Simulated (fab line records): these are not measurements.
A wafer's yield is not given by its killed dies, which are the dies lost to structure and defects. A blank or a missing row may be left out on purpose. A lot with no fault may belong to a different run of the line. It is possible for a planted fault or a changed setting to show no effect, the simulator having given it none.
Matching of chambers :: flow n5_finfet :: N5_BEOL_M3_ALD_84 on ald_metal-02 has 4 sister chambers
The step deposits TaN, pulse time 2 s, purge time 3 s, co reactant purge time 2 s. 4 wafers are shown with their chamber, then 8 later ones without.

## WAFERS, EACH WITH ITS CHAMBER
wafer: L084.1
chamber: 1
heater_power_w (W): 377

wafer: L084.3
chamber: 0
heater_power_w (W): 399

wafer: L084.6
chamber: 2
heater_power_w (W): 475

wafer: L086.3
chamber: 3
heater_power_w (W): 433

## WAFERS MISSING THEIR CHAMBER
wafer: L086.5
heater_power_w (W): 387

wafer: L086.6
heater_power_w (W): 406

wafer: L087.1
heater_power_w (W): 436

wafer: L087.3
heater_power_w (W): 386

wafer: L087.5
heater_power_w (W): 370

wafer: L094.1
heater_power_w (W): 432

wafer: L094.2
heater_power_w (W): 484

wafer: L094.4
heater_power_w (W): 405

## EACH ONE'S CHAMBER
wafer: L086.5
from the rows above: can't be placed: 1 or 0
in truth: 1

wafer: L086.6
from the rows above: 0
in truth: 0

wafer: L087.1
from the rows above: 3
in truth: 3

wafer: L087.3
from the rows above: can't be placed: 1 or 0
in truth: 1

wafer: L087.5
from the rows above: 1
in truth: 1

wafer: L094.1
from the rows above: 3
in truth: 3

wafer: L094.2
from the rows above: 2
in truth: 2

wafer: L094.4
from the rows above: 0
in truth: 0
Placed correctly: 6 of 8. Can't be placed from these rows: 2 (the true chamber is among the candidates in 2). Wrongly placed: 0.
How it was worked out, from the rows above alone: a wafer's distance from a chamber is the root of the sum, over the readings, of the square of ((its reading less the chamber's mean) divided by the reading's scatter). The wafer belongs to the nearest chamber; if the next one is less than 2 further off, it can't be placed. Each chamber's mean is taken over the wafers shown for it. The scatter (one wafer shown for each chamber): square how far every hidden wafer sits from the nearest shown wafer, average those squares and take the square root.
